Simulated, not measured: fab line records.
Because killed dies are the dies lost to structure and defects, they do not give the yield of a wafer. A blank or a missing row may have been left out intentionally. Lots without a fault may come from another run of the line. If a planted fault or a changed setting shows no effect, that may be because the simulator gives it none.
fab line records | flow nand-harc
record lots=7 | wafers=21 | last-day=31
route steps=1302 shown P_CONTACT@224 END@1302
lots that met no fault: taken from a fault-free run of the same line
start-h: the number of hours between the record's first day and the start of the first shown wafer of the lot | wait-h: hours since the lot's step before | " as in the row above | L1.1+2: a row that stands for several wafers | - no value, or no start was given | * or withheld: withheld | < > ~ a bound
route shown NAME@n: names a module that has steps shown in the file, with the first one's number in the route | usual: mean/standard deviation of fault-free wafers | same: alike in all rows | chamber/n: place in a boat | sites: readings site by site | _std_site: the standard deviation of these | _edge_site: inner sites' mean taken away from outer sites' mean | radius-mm: how far each site lies from the wafer's centre | mask NAME#n: copy n | behind: the last tool/chamber to shape the wafer | hold: why the lot was held/for how many hours/how that ended | device: whichever transistor did not switch (one of n, p or np) | end of line: tests run on the same wafers once the route is complete | a step with no rows: only its recipe | killed: at the first sort, the dies lost to defects and structure; wafer yield is something else | map: a wafer's dies, x killed, . not, _ none there
set.NAME: the setting that was run; set.NAME@STEP: the one run at that earlier step | model.NAME: the simulator's own value behind a step, which no gauge read
certain route steps with their lots: each step a table, each wafer a row
services: from which hour (start-h, from the record's first day; less than 0 if before it) a tool's chamber was out of use, for how many hours, and why
## steps
# step NHARC_P_CONTACT_COAT_33
# recipe temp-c=260 | time-s=75
# step NHARC_P_CONTACT_COAT_34
# recipe temp-c=225 | time-s=65
# step NHARC_P_CONTACT_COAT_06
# recipe spin-rpm=1500 | resist-thk-nm=90
# step NHARC_P_CONTACT_SOFTBAKE_07
# recipe temp-c=105 | time-s=55
# step NHARC_P_CONTACT_EBR_08
# step NHARC_P_CONTACT_EXPOSE_09
# recipe na=1.35 | target-cd-nm=90 | dose-mj=81.26 | mask-id=P_CA
# step NHARC_P_CONTACT_PEB_10
# recipe peb-temp-c=100 | peb-time-s=65
# step NHARC_P_CONTACT_DEVELOP_11
# recipe develop-time-s=35 | dev-temp-c=23
# step NHARC_P_CONTACT_CD_MEAS_12
# recipe target-cd-nm=90 | landing-energy-ev=500
# usual cd-nm=90.3/0.64
lot.wafer | tool      | chamber | start-h | wait-h | cd-nm
L983.1    | cd-sem-01 | 0       | 147.42  | -      | 89.5
L983.4    | "         | 0       | "       | "      | 91.3
L983.6    | "         | 0       | "       | "      | 90.7
L984.1    | cd-sem-02 | 0       | 156.69  | -      | 91.3
L984.4    | "         | 0       | "       | "      | 90.2
L984.6    | "         | 0       | "       | "      | 90.7
L992.1    | cd-sem-02 | 0       | 237.18  | -      | 89.8
L992.2    | "         | 0       | "       | "      | 90.2
L992.4    | "         | 0       | "       | "      | 91.4
L993.2    | cd-sem-02 | 0       | 265.38  | -      | 90.8
L993.4    | "         | 0       | "       | "      | 89.9
L993.5    | "         | 0       | "       | "      | 90.7
L994.1    | cd-sem-02 | 0       | 265.73  | -      | 90.2
L994.2    | "         | 0       | "       | "      | 89.2
L994.3    | "         | 0       | "       | "      | 89.9
L996.1    | cd-sem-02 | 0       | 275.83  | -      | 89.7
L996.2    | "         | 0       | "       | "      | 90.6
L996.4    | "         | 0       | "       | "      | 90.1
L997.3    | cd-sem-03 | 0       | 283.89  | -      | 91.5
L997.4    | "         | 0       | "       | "      | 90.2
L997.6    | "         | 0       | "       | "      | 90.7
# step NHARC_P_CONTACT_OVL_MEAS_13
# usual overlay-x-nm=0.0/0.81 | overlay-y-nm=0.1/0.92
lot.wafer | tool       | chamber | start-h | wait-h | overlay-x-nm | overlay-y-nm
L983.1    | overlay-01 | -       | 147.51  | -      | 0.5          | 0.6
L983.4    | "          | -       | "       | "      | 0.4          | 0.8
L983.6    | "          | -       | "       | "      | 0.4          | 0.1
L984.1    | overlay-01 | -       | 156.78  | -      | -1.0         | 0.7
L984.4    | "          | -       | "       | "      | -0.6         | 1.5
L984.6    | "          | -       | "       | "      | -0.3         | 1.4
L992.1    | overlay-02 | -       | 237.27  | -      | 0.3          | 0.8
L992.2    | "          | -       | "       | "      | 0.3          | 1.7
L992.4    | "          | -       | "       | "      | 0.6          | 0.2
L993.2    | overlay-01 | -       | 265.46  | -      | 1.1          | -0.1
L993.4    | "          | -       | "       | "      | 1.8          | -0.3
L993.5    | "          | -       | "       | "      | 0.8          | -0.1
L994.1    | overlay-02 | -       | 265.81  | -      | -0.5         | 0.6
L994.2    | "          | -       | "       | "      | -0.4         | 1.2
L994.3    | "          | -       | "       | "      | -0.3         | 0.8
L996.1    | overlay-02 | -       | 275.92  | -      | 0.2          | 0.1
L996.2    | "          | -       | "       | "      | 1.1          | 0.1
L996.4    | "          | -       | "       | "      | 0.7          | 0.3
L997.3    | overlay-02 | -       | 283.99  | -      | -0.3         | 0.8
L997.4    | "          | -       | "       | "      | -0.4         | 0.7
L997.6    | "          | -       | "       | "      | -0.2         | 1.0
# step NHARC_P_CONTACT_INSPECT_14
# usual raw-defect-count=4.4/2.4
lot.wafer | tool              | chamber | start-h | wait-h | raw-defect-count
L983.1    | defect-inspect-01 | -       | 147.54  | 0.0    | 5
L983.4    | "                 | -       | "       | "      | 4
L983.6    | "                 | -       | "       | "      | 8
L984.1    | defect-inspect-02 | -       | 156.83  | 0.1    | 7
L984.4    | "                 | -       | "       | "      | 0
L984.6    | "                 | -       | "       | "      | 6
L992.1    | defect-inspect-01 | -       | 237.31  | 0.0    | 6
L992.2    | "                 | -       | "       | "      | 6
L992.4    | "                 | -       | "       | "      | 9
L993.2    | defect-inspect-01 | -       | 265.50  | 0.0    | 9
L993.4    | "                 | -       | "       | "      | 5
L993.5    | "                 | -       | "       | "      | 3
L994.1    | defect-inspect-02 | -       | 265.85  | 0.0    | 5
L994.2    | "                 | -       | "       | "      | 2
L994.3    | "                 | -       | "       | "      | 4
L996.1    | defect-inspect-01 | -       | 275.95  | 0.0    | 6
L996.2    | "                 | -       | "       | "      | 9
L996.4    | "                 | -       | "       | "      | 6
L997.3    | defect-inspect-01 | -       | 284.03  | 0.0    | 1
L997.4    | "                 | -       | "       | "      | 5
L997.6    | "                 | -       | "       | "      | 2
# step NHARC_P_CONTACT_DESCUM_17
# recipe time-s=3 | o2-flow-sccm=200 | ar-flow-sccm=0 | bias-power-w=0 | chemistry=O2
# usual drypump-motor-current-A=5.6/0.36 | oes-product-au=1.001/0.011 | rf-vpp-V=57.8/0.94 | showerhead-plenum-p-Torr=1.93/0.076 | throttle-valve-pct=11.312/0.0087
lot.wafer | tool        | chamber | start-h | wait-h | drypump-motor-current-A | oes-product-au | rf-hours-counter-h | rf-vpp-V | showerhead-plenum-p-Torr | throttle-valve-pct
L983.4    | rie-diel-13 | 3       | 147.64  | 0.1    | 6.0                     | 0.997          | 4.3                | 58.4     | 1.95                     | 11.310
L983.1    | "           | 1       | "       | "      | 4.9                     | 0.998          | 4.0                | 59.1     | 2.03                     | 11.317
L983.6    | "           | 2       | "       | "      | 5.9                     | 0.996          | -                  | 57.8     | 1.80                     | 11.311
L984.1    | rie-diel-06 | 1       | 156.90  | 0.1    | 5.7                     | 1.017          | 0.8                | 57.9     | 1.93                     | 11.304
L984.4    | "           | 3       | "       | "      | 5.8                     | 0.984          | 1.0                | 58.5     | 1.99                     | 11.321
L984.6    | "           | 1       | "       | "      | 5.7                     | 1.012          | -                  | 59.6     | 1.93                     | 11.319
L992.4    | rie-diel-13 | 2       | 237.38  | 0.1    | 5.9                     | 0.997          | 1.1                | 56.7     | 1.80                     | 11.321
L992.2    | "           | 3       | "       | "      | 6.0                     | 0.997          | 1.2                | 57.5     | 1.95                     | 11.313
L992.1    | "           | 0       | "       | "      | 4.9                     | 0.995          | 1.0                | 57.9     | 1.92                     | 11.314
L993.2    | rie-diel-12 | 3       | 265.57  | 0.1    | 5.8                     | 1.000          | 3.9                | 57.7     | 1.88                     | 11.313
L993.4    | "           | 0       | "       | "      | 5.8                     | 0.991          | 4.1                | 58.4     | 1.95                     | 11.324
L993.5    | "           | 2       | "       | "      | 5.6                     | 1.014          | -                  | 55.2     | 1.85                     | 11.311
L994.3    | rie-diel-06 | 3       | 265.91  | 0.1    | 5.8                     | 0.988          | 8.2                | 56.8     | 1.99                     | 11.319
L994.1    | "           | 0       | "       | "      | 5.2                     | 1.014          | 6.8                | 57.5     | 2.02                     | 11.302
L994.2    | "           | 1       | "       | "      | 5.7                     | 1.016          | 7.2                | 57.3     | 1.93                     | 11.323
L996.1    | rie-diel-06 | 0       | 276.02  | 0.1    | 5.2                     | 1.010          | 7.6                | 57.3     | 2.02                     | 11.300
L996.4    | "           | 1       | "       | "      | 5.7                     | 1.016          | 7.9                | 57.8     | 1.93                     | 11.308
L996.2    | "           | 2       | "       | "      | 5.6                     | 1.001          | 9.0                | 56.1     | 1.97                     | 11.316
L997.4    | rie-diel-13 | 2       | 284.10  | 0.1    | 5.9                     | 0.992          | 2.5                | 56.7     | 1.80                     | 11.313
L997.3    | "           | 3       | "       | "      | 6.1                     | 1.000          | 2.6                | 58.4     | 1.95                     | 11.332
L997.6    | "           | 1       | "       | "      | 4.9                     | 0.997          | -                  | 59.0     | 2.03                     | 11.320
# step NHARC_P_CONTACT_ETCH_35
# recipe target-depth-a=390 | over-etch-frac=0.3 | time-s=65 | ion-energy-ev=80 | cf4-flow-sccm=150 | ar-flow-sccm=0 | rf-w=300 | bias-w=100 | chemistry=CF4
# usual bias-w=100.01/0.28 | cf4-flow-sccm=150.1/0.44 | drypump-motor-current-A=5.6/0.35 | oes-product-au=1.002/0.011 | rf-vpp-V=151.3/1.2 | showerhead-plenum-p-Torr=1.78/0.065 | throttle-valve-pct=13.283/0.01
lot.wafer | tool        | chamber | start-h | wait-h | bias-w | cf4-flow-sccm | drypump-motor-current-A | oes-product-au | rf-hours-counter-h | rf-vpp-V | showerhead-plenum-p-Torr | throttle-valve-pct
L983.4    | rie-diel-13 | 2       | 147.71  | 0.1    | 100.51 | 149.6         | 5.9                     | 0.999          | 4.2                | 149.5    | 1.67                     | 13.274
L983.1    | "           | 0       | "       | "      | 99.89  | 150.2         | 4.9                     | 0.999          | 4.1                | 152.0    | 1.78                     | 13.281
L983.6    | "           | 3       | "       | "      | 100.00 | 149.7         | 6.0                     | 1.003          | -                  | 151.9    | 1.80                     | 13.276
L984.4    | rie-diel-06 | 1       | 156.97  | 0.1    | 99.78  | 150.7         | 5.6                     | 1.008          | 0.8                | 151.5    | 1.78                     | 13.271
L984.1    | "           | 2       | "       | "      | 99.83  | 149.3         | 5.5                     | 0.998          | 1.0                | 151.5    | 1.82                     | 13.268
L984.6    | "           | 2       | "       | "      | 100.17 | 150.0         | 5.5                     | 0.992          | -                  | 152.3    | 1.82                     | 13.277
L992.2    | rie-diel-13 | 1       | 237.45  | 0.1    | -      | -             | -                       | -              | -                  | -        | -                        | -
L992.1    | "           | 2       | "       | "      | -      | -             | -                       | -              | -                  | -        | -                        | -
L992.4    | "           | 3       | "       | "      | -      | -             | -                       | -              | -                  | -        | -                        | -
L993.4    | rie-diel-12 | 3       | 265.65  | 0.1    | -      | -             | -                       | -              | -                  | -        | -                        | -
L993.2    | "           | 0       | "       | "      | -      | -             | -                       | -              | -                  | -        | -                        | -
L993.5    | "           | 3       | "       | "      | -      | -             | -                       | -              | -                  | -        | -                        | -
L994.3    | rie-diel-06 | 3       | 266.00  | 0.1    | -      | -             | -                       | -              | -                  | -        | -                        | -
L994.2    | "           | 0       | "       | "      | -      | -             | -                       | -              | -                  | -        | -                        | -
L994.1    | "           | 2       | "       | "      | -      | -             | -                       | -              | -                  | -        | -                        | -
L996.2    | rie-diel-06 | 2       | 276.10  | 0.1    | 100.16 | 149.6         | 5.5                     | 1.019          | 9.0                | 152.2    | 1.82                     | 13.270
L996.1    | "           | 3       | "       | "      | 99.31  | 150.2         | 5.8                     | 0.992          | 9.4                | 151.5    | 1.83                     | 13.302
L996.4    | "           | 1       | "       | "      | 100.22 | 150.4         | 5.7                     | 1.025          | 7.9                | 150.4    | 1.78                     | 13.283
L997.4    | rie-diel-13 | 0       | 284.17  | 0.1    | 99.87  | 150.6         | 4.9                     | 1.011          | 2.4                | 149.6    | 1.77                     | 13.273
L997.3    | "           | 1       | "       | "      | 99.96  | 151.0         | 4.9                     | 0.989          | 2.3                | 151.4    | 1.87                     | 13.272
L997.6    | "           | 0       | "       | "      | 99.96  | 149.6         | 4.9                     | 1.009          | -                  | 151.6    | 1.77                     | 13.274
# step NHARC_P_CONTACT_ETCH_36
# recipe target-depth-a=2600 | over-etch-frac=0.25 | time-s=406.25 | ion-energy-ev=200 | n2-flow-sccm=150 | h2-flow-sccm=150 | ar-flow-sccm=0 | rf-w=400 | bias-w=150 | chemistry=N2/H2
# usual bias-w=150.0/0.41 | chamber-pressure-mTorr=30.002/0.028 | drypump-motor-current-A=5.6/0.35 | oes-product-au=1.001/0.011 | rf-vpp-V=431.1/2.5 | showerhead-plenum-p-Torr=2.06/0.083 | throttle-valve-pct=14.171/0.0087
lot.wafer | tool        | chamber | start-h | wait-h | bias-w | chamber-pressure-mTorr | drypump-motor-current-A | oes-product-au | rf-hours-counter-h | rf-vpp-V | showerhead-plenum-p-Torr | throttle-valve-pct
L983.4    | rie-diel-13 | 1       | -       | -      | 149.5  | 30.014                 | 4.9                     | 1.008          | 4.1                | 435.1    | 2.17                     | 14.160
L983.1    | "           | 0       | "       | "      | 150.4  | 30.015                 | 4.9                     | 0.992          | 4.1                | 430.5    | 2.05                     | 14.168
L983.6    | "           | 2       | "       | "      | 149.1  | 29.996                 | 5.8                     | 0.999          | -                  | 427.1    | 1.91                     | 14.174
L984.4    | rie-diel-06 | 2       | -       | -      | 150.7  | 30.005                 | 5.5                     | 1.005          | 1.1                | 432.3    | 2.11                     | 14.180
L984.1    | "           | 3       | "       | "      | 150.2  | 29.999                 | 5.8                     | 0.988          | 1.1                | 432.4    | 2.12                     | 14.173
L984.6    | "           | 2       | "       | "      | 149.3  | 30.010                 | 5.6                     | 1.000          | -                  | 432.7    | 2.11                     | 14.161
L992.4    | rie-diel-13 | 3       | 237.55  | 0.1    | 149.8  | 29.983                 | 6.1                     | 1.000          | 1.2                | 431.7    | 2.08                     | 14.167
L992.1    | "           | 0       | "       | "      | 150.3  | 30.016                 | 4.9                     | 0.992          | 1.1                | 431.7    | 2.05                     | 14.186
L992.2    | "           | 1       | "       | "      | 149.7  | 29.973                 | 4.9                     | 1.011          | 1.1                | 433.5    | 2.17                     | 14.170
L993.2    | rie-diel-12 | 0       | 265.74  | 0.1    | 150.8  | 30.018                 | 5.7                     | 0.988          | 4.2                | 432.0    | 2.08                     | 14.170
L993.4    | "           | 1       | "       | "      | 150.3  | 30.027                 | 5.7                     | 1.023          | 3.9                | 426.8    | 1.91                     | 14.165
L993.5    | "           | 0       | "       | "      | 149.6  | 30.014                 | 5.7                     | 0.989          | -                  | 431.2    | 2.08                     | 14.182
L994.1    | rie-diel-06 | 0       | 266.12  | 0.1    | 150.6  | 30.014                 | 5.2                     | 1.002          | 6.9                | 433.7    | 2.15                     | 14.179
L994.2    | "           | 1       | "       | "      | 149.8  | 30.021                 | 5.6                     | 1.010          | 7.3                | 431.6    | 2.06                     | 14.171
L994.3    | "           | 2       | "       | "      | 150.1  | 29.975                 | 5.6                     | 1.008          | 8.2                | 432.2    | 2.10                     | 14.175
L996.2    | rie-diel-06 | 3       | -       | -      | 149.8  | 30.010                 | 5.8                     | 0.996          | 9.5                | 432.5    | 2.12                     | 14.182
L996.4    | "           | 0       | "       | "      | 149.6  | 30.031                 | 5.2                     | 1.015          | 7.7                | 435.4    | 2.15                     | 14.162
L996.1    | "           | 1       | "       | "      | 150.1  | 29.979                 | 5.7                     | 1.025          | 7.9                | 431.9    | 2.06                     | 14.167
L997.4    | rie-diel-13 | 2       | -       | -      | 150.0  | 30.011                 | 5.9                     | 0.996          | 2.6                | 427.9    | 1.91                     | 14.181
L997.3    | "           | 3       | "       | "      | 150.4  | 29.951                 | 6.0                     | 0.984          | 2.7                | 432.5    | 2.08                     | 14.176
L997.6    | "           | 1       | "       | "      | 149.6  | 29.988                 | 4.9                     | 0.995          | -                  | 433.3    | 2.17                     | 14.164
# step NHARC_END_SORT_01
# recipe temp-c=25
# usual killed-at-array=56/17 | killed-at-other=0.9/1.2 | killed-at-periphery=3.9/2.5 | killed-dies=61/17 | killed-open=3.2/1.8 | killed-short=2.7/1.7
# same gross-dies=677
lot.wafer | tool      | chamber | start-h | wait-h | killed-at-array | killed-at-other | killed-at-periphery | killed-dies | killed-open | killed-short
L992.1    | prober-02 | 0       | 685.12  | 2.5    | 55              | 0               | 622                 | 677         | 2           | 0
L992.2    | prober-02 | 0       | 685.91  | 2.8    | 65              | 1               | 611                 | 677         | 7           | 1
L992.4    | prober-02 | 0       | 687.51  | 3.4    | 46              | 0               | 631                 | 677         | 1           | 3
L993.2    | prober-02 | 0       | 711.39  | 2.8    | 52              | 0               | 625                 | 677         | 5           | 2
L993.4    | prober-02 | 0       | 712.97  | 3.4    | 53              | 0               | 624                 | 677         | 1           | 1
L993.5    | prober-02 | 0       | 713.76  | 3.7    | 50              | 0               | 627                 | 677         | 1           | 5
L994.1    | prober-01 | 0       | 739.19  | 2.5    | 83              | 0               | 594                 | 677         | 2           | 2
L994.2    | prober-01 | 0       | 739.99  | 2.8    | 69              | 2               | 606                 | 677         | 3           | 6
L994.3    | prober-01 | 0       | 740.80  | 3.1    | 57              | 1               | 619                 | 677         | 2           | 4
# killed by level:class
L992.1 P_CONTACT:area-etch=619 A_CHANNEL_HOLE_D1:chamber-film-flake=30 A_CONTACT:chamber-film-flake=10 A_SGD_CUT:chamber-film-flake=8 A_SLIT:chamber-film-flake=3 P_GATE:chamber-film-flake=2 P_M0:geometric-particle:open=1 A_CHANNEL_FILL_D1:geometric-particle:open=1
L992.2 P_CONTACT:area-etch=606 A_CHANNEL_HOLE_D1:chamber-film-flake=39 A_SGD_CUT:chamber-film-flake=7 A_SLIT:chamber-film-flake=5 P_GATE:chamber-film-flake=3 A_CONTACT:chamber-film-flake=3 A_CHANNEL_FILL_D2:geometric-particle:open=2 A_ZERO_WELL:chamber-film-flake=2
L992.4 P_CONTACT:area-etch=622 A_CHANNEL_HOLE_D1:chamber-film-flake=29 A_CONTACT:chamber-film-flake=7 P_GATE:chamber-film-flake=5 A_SGD_CUT:chamber-film-flake=4 A_SGD_CUT:geometric-particle:short=2 P_STI:chamber-film-flake=2 A_SLIT:chamber-film-flake=2
L993.2 P_CONTACT:area-etch=621 A_CHANNEL_HOLE_D2:chamber-film-flake=22 A_SLIT:chamber-film-flake=15 A_CHANNEL_HOLE_D1:chamber-film-flake=5 P_STI:chamber-film-flake=3 A_M1:geometric-particle:open=2 A_CONTACT:chamber-film-flake=2 A_CHANNEL_FILL_D1:geometric-particle:open=1
L993.4 P_CONTACT:area-etch=622 A_SLIT:chamber-film-flake=26 A_CHANNEL_HOLE_D2:chamber-film-flake=16 A_CHANNEL_HOLE_D1:chamber-film-flake=4 A_ZERO_WELL:chamber-film-flake=2 A_CONTACT:chamber-film-flake=2 A_WL_FILL:geometric-particle:short=1 A_CONTACT:geometric-particle:open=1
L993.5 P_CONTACT:area-etch=624 A_SLIT:chamber-film-flake=19 A_CHANNEL_HOLE_D2:chamber-film-flake=14 A_CHANNEL_HOLE_D1:chamber-film-flake=5 A_CONTACT:chamber-film-flake=4 A_WL_FILL:chamber-film-flake=2 P_CONTACT:geometric-particle:short=1 A_DECK1_JOINT:geometric-particle:short=1
L994.1 P_CONTACT:area-etch=591 A_SLIT:chamber-film-flake=35 A_CHANNEL_HOLE_D1:chamber-film-flake=31 A_CONTACT:chamber-film-flake=5 P_GATE:chamber-film-flake=3 A_STAIRCASE:chamber-film-flake=3 A_CHANNEL_FILL_D1:geometric-particle:open=2 A_ZERO_WELL:chamber-film-flake=2
L994.2 P_CONTACT:area-etch=603 A_CHANNEL_HOLE_D1:chamber-film-flake=32 A_SLIT:chamber-film-flake=17 A_CONTACT:chamber-film-flake=7 A_WL_FILL:chamber-film-flake=5 P_M0:geometric-particle:open=2 A_WL_FILL:geometric-particle:short=2 THIN_TSV:chamber-film-flake=2
L994.3 P_CONTACT:area-etch=614 A_CHANNEL_HOLE_D1:chamber-film-flake=28 A_SLIT:chamber-film-flake=18 A_WL_FILL:chamber-film-flake=3 P_M0:geometric-particle:short=2 P_GATE:chamber-film-flake=2 A_CONTACT:chamber-film-flake=2 A_M0:chamber-film-flake=2
# map L992.1 (x killed, . not)
____________x____________
_________xxxxxxx_________
_______xxxxxxxxxxx_______
______xxxxxxxxxxxxx______
_____xxxxxxxxxxxxxxx_____
____xxxxxxxxxxxxxxxxx____
____xxxxxxxxxxxxxxxxx____
___xxxxxxxxxxxxxxxxxxx___
___xxxxxxxxxxxxxxxxxxx___
__xxxxxxxxxxxxxxxxxxxxx__
__xxxxxxxxxxxxxxxxxxxxx__
_xxxxxxxxxxxxxxxxxxxxxxx_
_xxxxxxxxxxxxxxxxxxxxxxx_
_xxxxxxxxxxxxxxxxxxxxxxx_
_xxxxxxxxxxxxxxxxxxxxxxx_
_xxxxxxxxxxxxxxxxxxxxxxx_
xxxxxxxxxxxxxxxxxxxxxxxxx
xxxxxxxxxxxxxxxxxxxxxxxxx
xxxxxxxxxxxxxxxxxxxxxxxxx
xxxxxxxxxxxxxxxxxxxxxxxxx
xxxxxxxxxxxxxxxxxxxxxxxxx
_xxxxxxxxxxxxxxxxxxxxxxx_
_xxxxxxxxxxxxxxxxxxxxxxx_
_xxxxxxxxxxxxxxxxxxxxxxx_
_xxxxxxxxxxxxxxxxxxxxxxx_
_xxxxxxxxxxxxxxxxxxxxxxx_
__xxxxxxxxxxxxxxxxxxxxx__
__xxxxxxxxxxxxxxxxxxxxx__
___xxxxxxxxxxxxxxxxxxx___
___xxxxxxxxxxxxxxxxxxx___
____xxxxxxxxxxxxxxxxx____
____xxxxxxxxxxxxxxxxx____
_____xxxxxxxxxxxxxxx_____
______xxxxxxxxxxxxx______
_______xxxxxxxxxxx_______
_________xxxxxxx_________
____________x____________
# map L993.2 (x killed, . not)
____________x____________
_________xxxxxxx_________
_______xxxxxxxxxxx_______
______xxxxxxxxxxxxx______
_____xxxxxxxxxxxxxxx_____
____xxxxxxxxxxxxxxxxx____
____xxxxxxxxxxxxxxxxx____
___xxxxxxxxxxxxxxxxxxx___
___xxxxxxxxxxxxxxxxxxx___
__xxxxxxxxxxxxxxxxxxxxx__
__xxxxxxxxxxxxxxxxxxxxx__
_xxxxxxxxxxxxxxxxxxxxxxx_
_xxxxxxxxxxxxxxxxxxxxxxx_
_xxxxxxxxxxxxxxxxxxxxxxx_
_xxxxxxxxxxxxxxxxxxxxxxx_
_xxxxxxxxxxxxxxxxxxxxxxx_
xxxxxxxxxxxxxxxxxxxxxxxxx
xxxxxxxxxxxxxxxxxxxxxxxxx
xxxxxxxxxxxxxxxxxxxxxxxxx
xxxxxxxxxxxxxxxxxxxxxxxxx
xxxxxxxxxxxxxxxxxxxxxxxxx
_xxxxxxxxxxxxxxxxxxxxxxx_
_xxxxxxxxxxxxxxxxxxxxxxx_
_xxxxxxxxxxxxxxxxxxxxxxx_
_xxxxxxxxxxxxxxxxxxxxxxx_
_xxxxxxxxxxxxxxxxxxxxxxx_
__xxxxxxxxxxxxxxxxxxxxx__
__xxxxxxxxxxxxxxxxxxxxx__
___xxxxxxxxxxxxxxxxxxx___
___xxxxxxxxxxxxxxxxxxx___
____xxxxxxxxxxxxxxxxx____
____xxxxxxxxxxxxxxxxx____
_____xxxxxxxxxxxxxxx_____
______xxxxxxxxxxxxx______
_______xxxxxxxxxxx_______
_________xxxxxxx_________
____________x____________
## services
tool        | chamber | start-h | hours | kind
rie-diel-06 | -       | 130.20  | 9.0   | pm
rie-diel-06 | 0       | 130.20  | 9.0   | vent-cycle
rie-diel-06 | 1       | 130.20  | 9.0   | vent-cycle
rie-diel-06 | 2       | 130.20  | 9.0   | vent-cycle
rie-diel-06 | 3       | 130.20  | 9.3   | vent-cycle
rie-diel-06 | 0       | 139.20  | -     | clean
rie-diel-06 | 1       | 139.20  | -     | clean
rie-diel-06 | 2       | 139.20  | -     | clean
rie-diel-13 | 0       | 144.04  | -     | clean
rie-diel-13 | 1       | 144.04  | -     | clean
rie-diel-13 | 2       | 144.04  | -     | clean
rie-diel-13 | 3       | 144.04  | -     | clean
rie-diel-06 | 0       | 163.70  | -     | clean
rie-diel-06 | 1       | 163.70  | -     | clean
rie-diel-06 | 2       | 163.70  | -     | clean
rie-diel-06 | 3       | 163.70  | -     | clean
rie-diel-13 | -       | 165.00  | 9.0   | pm
rie-diel-13 | 0       | 165.00  | 9.0   | vent-cycle
rie-diel-06 | 0       | 207.25  | 4.2   | repair
rie-diel-12 | 3       | 234.56  | 3.0   | repair
rie-diel-12 | 2       | 242.02  | 10.6  | repair
rie-diel-12 | 3       | 246.98  | 3.9   | repair
rie-diel-06 | 0       | 259.36  | 6.0   | repair
rie-diel-12 | -       | 268.40  | 9.0   | pm
## key
first-sign step=NHARC_P_CONTACT_ETCH_35 | reading=tool-record | direction=missing
effect step=NHARC_END_SORT_01 | reading=killed-at-periphery | direction=up | sigmas=99+ | usual=3.9 | struck=617.7
more-kills-born-at NHARC_P_CONTACT_ETCH_35@rie-diel-12=1867 | NHARC_P_CONTACT_ETCH_35@rie-diel-13=1847 | NHARC_P_CONTACT_ETCH_35@rie-diel-06=1808
met-at NHARC_P_CONTACT_ETCH_35
struck-wafers L992.1,L992.2,L992.4,L993.2,L993.4,L993.5,L994.1,L994.2,L994.3
later-rows-left-out L992.1,L992.2,L992.4,L993.2,L993.4,L993.5,L994.1,L994.2,L994.3
tester-left-out L992,L993,L994
onset-between 156.97 237.45
fault kind=skipped-step-whole | tool=rie-diel-06,rie-diel-12,rie-diel-13 | chamber=- | onset-h=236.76 | steps=NHARC_P_CONTACT_ETCH_35 | scope=struck-lots-only
# tester-left-out: of these lots the tester's yield and bins aren't shown, on N5 and GAA mostly nor the transistor test; their killed dies are dies lost to structure and defects alone, not to doping, threshold or leakage, so they don't give the yield
# later-rows-left-out: the simulator's readings of these wafers behind a module that went badly wrong aren't trusted and aren't shown, but for the sort
